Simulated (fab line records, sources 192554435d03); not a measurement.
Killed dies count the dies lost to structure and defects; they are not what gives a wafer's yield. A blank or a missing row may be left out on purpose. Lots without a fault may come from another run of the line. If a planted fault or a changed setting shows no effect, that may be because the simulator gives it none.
Matching of chambers	flow n5-finfet	rie-si-03 running N5_FIN_CUT_CUT_ETCH_28: 4 sister chambers
The step etches Si in HBr/Cl2/O2, target depth 6 nm, time 2.4 s. 8 wafers are shown with their chamber, then 7 later ones without.

== EACH WAFER AND ITS CHAMBER ==
wafer	chamber	drypump-motor-current-A (A)	oes-product-au (a.u.)
L075.4	3	5.8	1.002
L077.2	3	5.7	1.005
L077.4	0	6.8	1.007
L083.3	2	6.3	0.991
L083.4	1	5.3	1.004
L083.5	2	6.3	0.993
L089.1	1	5.3	1.005
L089.2	0	6.7	1.004

== WAFERS WITH NO CHAMBER GIVEN ==
wafer	drypump-motor-current-A (A)	oes-product-au (a.u.)
L089.4	6.3	0.992
L091.1	6.7	0.999
L091.3	6.3	0.989
L091.6	6.7	1.008
L097.1	6.7	1.005
L097.2	6.3	0.987
L097.4	5.7	1.000

== EACH ONE'S CHAMBER ==
wafer	from the rows above	in truth
L089.4	2	2
L091.1	0	0
L091.3	2	2
L091.6	0	0
L097.1	0	0
L097.2	2	2
L097.4	3	3
Placed correctly: 7 of 7. Can't be placed from these rows: 0. Placed wrongly: 0.
How it was worked out, from the rows above alone: a wafer's distance from a chamber is the root of the sum, over the readings, of the square of ((its reading less the chamber's mean) divided by the reading's scatter). If the next closest chamber is less than 2 further off than the closest, the wafer can't be placed; otherwise it belongs to the closest. Each chamber's mean is taken over the wafers shown for it. The scatter is the square root of a quotient: the sum, over the shown wafers, of each reading's squared deviation from its chamber's mean, divided by wafers minus chambers.
